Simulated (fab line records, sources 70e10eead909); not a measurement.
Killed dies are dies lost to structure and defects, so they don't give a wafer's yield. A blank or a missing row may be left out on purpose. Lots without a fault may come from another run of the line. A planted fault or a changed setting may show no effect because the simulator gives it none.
Which tool did it? | flow nand_harc | 12 lots, 36 wafers sampled, at 6 steps of a route of 1302

WHAT THE GAUGES READ, wafer by wafer
NHARC_A_SGD_CUT_CD_MEAS_09: target cd 100 nm. Usual: cd_nm 99.9 nm, standard deviation 0.4.
lot  | measured     | on        | cd_nm (nm)        | flag
L716 | day 19 04:09 | cd_sem-01 | 99.8 99.9 100.4   |
L718 | day 20 07:37 | cd_sem-02 | 99.4 99.9 100.0   |
L717 | day 20 10:47 | cd_sem-01 | 99.9 100.0 99.8   |
L721 | day 21 08:44 | cd_sem-02 | 99.3 99.6 99.8    |
L723 | day 22 13:28 | cd_sem-01 | 100.0 100.0 99.6  |
L722 | day 22 13:49 | cd_sem-02 | 99.8 100.0 99.6   |
L728 | day 24 07:43 | cd_sem-03 | 99.7 99.9 100.3   |
L727 | day 24 06:58 | cd_sem-01 | 99.5 99.2 99.7    |
L729 | day 24 20:23 | cd_sem-02 | 99.5 99.6 99.4    |
L736 | day 27 19:05 | cd_sem-01 | 100.8 100.6 100.4 |
L737 | day 28 07:49 | cd_sem-02 | 100.1 99.0 99.3   |
L738 | day 28 20:52 | cd_sem-01 | 99.9 99.7 99.0    |

NHARC_A_SGD_CUT_INSPECT_11. Usual: raw_defect_count 61, standard deviation 29.
lot  | measured     | on                | raw_defect_count              | flag
L716 | day 19 04:16 | defect_inspect-02 | 65 59 64                      |
L718 | day 20 07:44 | defect_inspect-02 | 20 23 17                      |
L717 | day 20 10:55 | defect_inspect-01 | 97 100 108                    |
L721 | day 21 08:51 | defect_inspect-02 | 29 33 26                      |
L723 | day 22 13:35 | defect_inspect-02 | 99 116 92                     |
L722 | day 22 13:57 | defect_inspect-02 | 26 34 34                      |
L728 | day 24 07:50 | defect_inspect-01 | 60 59 57                      |
L727 | day 24 07:05 | defect_inspect-02 | 1151 1174 1215 1146 1180 1224 | OFF
L729 | day 24 20:31 | defect_inspect-01 | 1204 1249 1233 1218 1243 1246 | OFF
L736 | day 27 19:12 | defect_inspect-01 | 92 77 92                      |
L737 | day 28 07:56 | defect_inspect-02 | 46 57 64                      |
L738 | day 28 20:59 | defect_inspect-02 | 89 72 79                      |

NHARC_END_SORT_01. Usual: killed_at_array 53, standard deviation 18; killed_at_other 0.9, standard deviation 1.3; killed_at_periphery 4, standard deviation 3.1; killed_dies 58, standard deviation 18; killed_open 3.4, standard deviation 2; killed_short 2.5, standard deviation 1.8.
lot  | measured     | on        | killed_at_array | killed_at_other | killed_at_periphery | killed_dies | killed_open | killed_short | flag
L727 | day 31 00:26 | prober-02 | 102 121 106     | 0 0 0           | 3 1 3               | 105 122 109 | 2 0 4       | 2 0 2        | OFF
L729 | day 31 07:41 | prober-01 | 97 84 120       | 0 1 0           | 7 10 8              | 104 95 128  | 3 4 3       | 5 4 1        |

WHICH TOOL RAN EACH LOT (tool, then ch and the chambers of the sampled wafers, then the start)
lot  | NHARC_A_STAIRCASE_ETCH_444         | NHARC_A_SGD_CUT_DEP_00          | NHARC_A_SGD_CUT_ETCH_15
L716 | rie_diel-02 ch 1,2, day 18 20:20   | pecvd-01 ch 0,2, day 19 03:25   | rie_diel-13 ch 1,3, no start
L718 | rie_diel-02 ch 0,1, day 19 20:08   | pecvd-02 ch 0,1,2, day 20 07:01 | rie_diel-13 ch 0,2,3, no start
L717 | rie_diel-05 ch 1,2,3, day 20 02:50 | pecvd-02 ch 0,1, day 20 10:04   | rie_diel-06 ch 1,3, no start
L721 | rie_diel-02 ch 0,1,2, day 20 23:55 | pecvd-02 ch 1,2, day 21 08:01   | rie_diel-09 ch 1,2,3, no start
L723 | rie_diel-02 ch 0,1,2, day 22 05:42 | pecvd-02 ch 0,2, day 22 12:47   | rie_diel-13 ch 0,1,2, no start
L722 | rie_diel-04 ch 2,3, day 22 05:52   | pecvd-01 ch 0,2, day 22 13:06   | rie_diel-09 ch 1,2,3, no start
L728 | rie_diel-02 ch 0,1,3, day 23 23:52 | pecvd-02 ch 0,2, day 24 07:00   | rie_diel-13 ch 0,1,3, no start
L727 | rie_diel-05 ch 0,1,2, day 24 00:04 | pecvd-01 ch 1,2, day 24 06:16   | rie_diel-09 ch 1,2, day 31 00:26 or earlier
L729 | rie_diel-04 ch 1,2,3, day 24 11:35 | pecvd-01 ch 0,1, day 24 19:43   | rie_diel-13 ch 0,1,3, day 31 07:41 or earlier
L736 | rie_diel-02 ch 0,2,3, day 27 11:10 | pecvd-02 ch 0,1,2, day 27 18:23 | rie_diel-09 ch 0,1,2, no start
L737 | rie_diel-05 ch 0,2,3, day 27 22:55 | pecvd-01 ch 0,1,2, day 28 07:06 | rie_diel-09 ch 1,2,3, no start
L738 | rie_diel-02 ch 2,3, day 28 13:04   | pecvd-02 ch 0,1, day 28 20:08   | rie_diel-09 ch 0,1,2, no start
- NHARC_A_STAIRCASE_ETCH_444: etches the open film in C4F8/O2, target depth 20400 nm, time 6800 s.
- NHARC_A_SGD_CUT_DEP_00: deposits SiNx, target thk 50 nm.
- NHARC_A_SGD_CUT_ETCH_15: etches the open film in CH3F/O2, target depth 75 nm, time 64.3 s.

WHAT THE TOOLS THEMSELVES READ (means of the sampled wafers that have a number; where no wafer has one, the mark that the record gives instead)
NHARC_A_STAIRCASE_ETCH_444. Usual: oes_product_au 0.936 a.u., standard deviation 0.018; rf_vpp_V 806 V, standard deviation 4.6.
lot  | tool        | oes_product_au (a.u.) | rf_vpp_V (V) | flag
L716 | rie_diel-02 | 0.950                 | 813          |
L718 | rie_diel-02 | 0.925                 | 811          |
L717 | rie_diel-05 | 0.925                 | 805          |
L721 | rie_diel-02 | 0.929                 | 809          |
L723 | rie_diel-02 | 0.937                 | 809          |
L722 | rie_diel-04 | 0.919                 | 805          |
L728 | rie_diel-02 | 0.929                 | 805          |
L727 | rie_diel-05 | 0.927                 | 806          |
L729 | rie_diel-04 | 0.947                 | 804          |
L736 | rie_diel-02 | 0.928                 | 803          |
L737 | rie_diel-05 | 0.931                 | 804          |
L738 | rie_diel-02 | 0.926                 | 804          |

NHARC_A_SGD_CUT_DEP_00. Usual: heater_power_w 715 W, standard deviation 110.
lot  | tool     | heater_power_w (W) | flag
L716 | pecvd-01 | 765                |
L718 | pecvd-02 | 650                |
L717 | pecvd-02 | 776                |
L721 | pecvd-02 | 692                |
L723 | pecvd-02 | 608                |
L722 | pecvd-01 | 637                |
L728 | pecvd-02 | 558                |
L727 | pecvd-01 | 648                |
L729 | pecvd-01 | 806                |
L736 | pecvd-02 | 657                |
L737 | pecvd-01 | 718                |
L738 | pecvd-02 | 714                |

NHARC_A_SGD_CUT_ETCH_15. Usual: drypump_motor_current_A 5.7 A, standard deviation 0.4; oes_product_au 0.964 a.u., standard deviation 0.014; rf_vpp_V 263.4 V, standard deviation 1.4; showerhead_plenum_p_Torr 2.43 Torr, standard deviation 0.076; throttle_valve_pct 20.664 %, standard deviation 0.0089.
lot  | tool        | drypump_motor_current_A (A) | oes_product_au (a.u.) | rf_vpp_V (V) | showerhead_plenum_p_Torr (Torr) | throttle_valve_pct (%) | flag
L716 | rie_diel-13 | 5.5                         | 0.975                 | 262.9        | 2.39                            | 20.672                 |
L718 | rie_diel-13 | 5.8                         | 0.970                 | 263.9        | 2.44                            | 20.658                 |
L717 | rie_diel-06 | 5.9                         | 0.954                 | 261.8        | 2.40                            | 20.666                 |
L721 | rie_diel-09 | 5.6                         | 0.954                 | 263.2        | 2.42                            | 20.662                 |
L723 | rie_diel-13 | 5.6                         | 0.973                 | 264.3        | 2.43                            | 20.662                 |
L722 | rie_diel-09 | 5.6                         | 0.965                 | 263.2        | 2.42                            | 20.654                 |
L728 | rie_diel-13 | 5.7                         | 0.968                 | 263.1        | 2.39                            | 20.660                 |
L727 | rie_diel-09 | 5.7                         | 0.965                 | 263.6        | 2.46                            | 20.664                 |
L729 | rie_diel-13 | 5.7                         | 0.969                 | 263.5        | 2.39                            | 20.670                 |
L736 | rie_diel-09 | 5.8                         | 0.979                 | 264.2        | 2.47                            | 20.669                 |
L737 | rie_diel-09 | 5.6                         | 0.959                 | 263.7        | 2.42                            | 20.661                 |
L738 | rie_diel-09 | 5.8                         | 0.962                 | 263.9        | 2.47                            | 20.667                 |

THE ANSWER, worked out from the rows above alone
Rule: a lot is off if the mean of its wafers that have a number lies more than 3 standard deviations from the usual mean. A lot without any number at a reading at which 4 lots or more have one is off too. The other lots that the step has rows for count as sound. The gauges are gone through in route order, then the tools' own readings, and for those a lot's mean is taken as printed above. The first step at which some lot is off is used, and at that step the reading that is off furthest; a lot without a number counts as furthest.
Off: L727, L729, at NHARC_A_SGD_CUT_INSPECT_11 (raw_defect_count).
A tool fits if, at a process step before that reading, it ran every lot that is off, and no sound lot after the first of them. The gauges at NHARC_A_SGD_CUT_INSPECT_11 are tried like those tools. None of those tried fits.

WHAT THE SIMULATOR HAD PUT IN
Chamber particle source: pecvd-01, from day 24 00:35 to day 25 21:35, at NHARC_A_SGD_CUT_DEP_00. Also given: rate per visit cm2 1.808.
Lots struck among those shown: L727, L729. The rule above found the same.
